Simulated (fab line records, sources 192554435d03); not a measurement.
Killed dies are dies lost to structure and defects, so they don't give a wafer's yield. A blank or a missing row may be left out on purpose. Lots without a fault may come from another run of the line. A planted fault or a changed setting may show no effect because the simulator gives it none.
A struck lot beside a sound one | flow n5_finfet | 18 steps out of a route of 1938
Sound: wafers L783.2, L783.3, L783.5. Struck: wafers L789.1, L789.5, L789.6. The cause comes at the end.
At each step with rows: each side's tool, then ch and its chambers, then its first start. Under that, the readings that differ: sound wafers | struck wafers | difference of the means | sigmas: that difference in standard deviations of wafers without a fault.
alike: readings whose means differ by less than 2 such deviations, and words and numbers that are the same on both sides. not compared: withheld readings, readings that some wafer has no value for, bounds like >300 that may hide the same value, and numbers for which the record gives no deviation and whose values overlap.
The two part at a step that has a row with sigmas, a row that says differs or no value, or rows on one side only. Numbers that don't overlap but have no deviation are shown without sigmas and don't part them. A reading that every wafer of one side lacks parts them only if that side has two wafers or more.

N5_FIN_SAQP_THK_MEAS_05:
  sound on film_metro-02, day 1 20:55; struck on film_metro-02, day 3 09:48
  alike: thk_nm
N5_FIN_SAQP_PECVD_47: deposits a-Si from SiH4/He, target thk 45 nm, time 36.3 s.
  sound on pecvd-04 ch 1,2, day 1 20:57; struck on pecvd-04 ch 0,2, day 3 09:50
  alike: chamber_pressure_Torr, heater_power_w, showerhead_plenum_p_Torr, throttle_valve_pct
N5_FIN_SAQP_PECVD_48: deposits SiNx from SiH4/NH3/N2, target thk 25 nm, time 22.1 s.
  sound on pecvd-04 ch 1,2, day 1 21:00; struck on pecvd-04 ch 0,2, day 3 09:53
  alike: chamber_pressure_Torr, heater_power_w, showerhead_plenum_p_Torr, throttle_valve_pct
N5_FIN_SAQP_PECVD_06: deposits a-Si from SiH4/He, target thk 60 nm, time 48.1 s.
  sound on pecvd-04 ch 1,2, day 1 21:02; struck on pecvd-04 ch 0,2, day 3 09:55
  alike: chamber_pressure_Torr, heater_power_w, showerhead_plenum_p_Torr, throttle_valve_pct
N5_FIN_SAQP_THK_MEAS_07:
  sound on film_metro-01, day 1 21:08; struck on film_metro-01, day 3 10:01
  reading     | sound          | struck         | difference | sigmas
  thk_nm (nm) | 60.4 59.4 59.6 | 61.1 62.1 62.5 | +2.1       | +3
N5_FIN_SAQP_HM_DEP_72: deposits SiO2 from SiH4/N2O, target thk 12 nm, time 7.2 s.
  sound on pecvd-03 ch 0,1,2, day 1 21:10; struck on pecvd-01 ch 0,1, day 3 10:02
  reading                         | sound          | struck         | difference | sigmas
  showerhead_plenum_p_Torr (Torr) | 8.10 8.09 7.98 | 8.41 8.42 8.15 | +0.27      | +2
  alike: chamber_pressure_Torr, heater_power_w
then, 6 steps without rows for these wafers: N5_FIN_SAQP_COAT_49 (time 60 s, resist thk 100 nm); N5_FIN_SAQP_COAT_50 (time 60 s, resist thk 35 nm); N5_FIN_SAQP_COAT_10 (resist thk 90 nm); N5_FIN_SAQP_EBR_12; N5_FIN_SAQP_SOFTBAKE_11 (time 60 s); N5_FIN_SAQP_EXPOSE_13 (exposes mask FIN CORE, target cd 35.6 nm).
N5_FIN_SAQP_PEB_14: peb time 60 s.
  sound on litho_track-01 ch 0, day 1 21:32; struck on litho_track-01 ch 0, day 3 10:18
then, 1 step without rows for these wafers: N5_FIN_SAQP_DEVELOP_15 (develop time 30 s).
N5_FIN_SAQP_CD_MEAS_16: target cd 35.6 nm.
  sound on cd_sem-01 ch 0, day 1 21:37; struck on cd_sem-02 ch 0, day 3 10:22
  reading    | sound          | struck         | difference | sigmas
  cd_nm (nm) | 35.9 35.4 35.8 | 33.2 33.2 33.3 | -2.5       | -7
N5_FIN_SAQP_OVL_MEAS_17:
  sound on overlay-01 ch 0, day 1 21:39; struck on overlay-01 ch 0, day 3 10:25
  alike: FIN_CORE_OVL
-- the record jumps here: 6 days lie between the struck wafers' starts before and after (it left off in module FIN_SAQP and takes up again in module BEOL_M4, whose first step shown is number 1111 of the route) --
N5_BEOL_M4_RC_MEAS_101:
  sound on prober-01 ch 0, day 7 22:24; struck on prober-02 ch 0, day 9 06:46
  alike: DIBL_N, DIBL_P, IOFF_N, IOFF_P, ION_N, ION_P, SS_N, SS_P, VT_N, VT_P
-- the record jumps here: 4 days lie between the struck wafers' starts before and after (it left off in module BEOL_M4 and takes up again in module PASSIVATION, whose first step shown is number 1936 of the route) --
N5_PASSIVATION_PROBE_49:
  the record has rows for the struck wafers here (prober-02, day 13 15:38) and none for the sound ones

WHERE THEY PART
First at N5_FIN_SAQP_THK_MEAS_07; last, within this record, at N5_PASSIVATION_PROBE_49.

WHY: what the simulator had put in
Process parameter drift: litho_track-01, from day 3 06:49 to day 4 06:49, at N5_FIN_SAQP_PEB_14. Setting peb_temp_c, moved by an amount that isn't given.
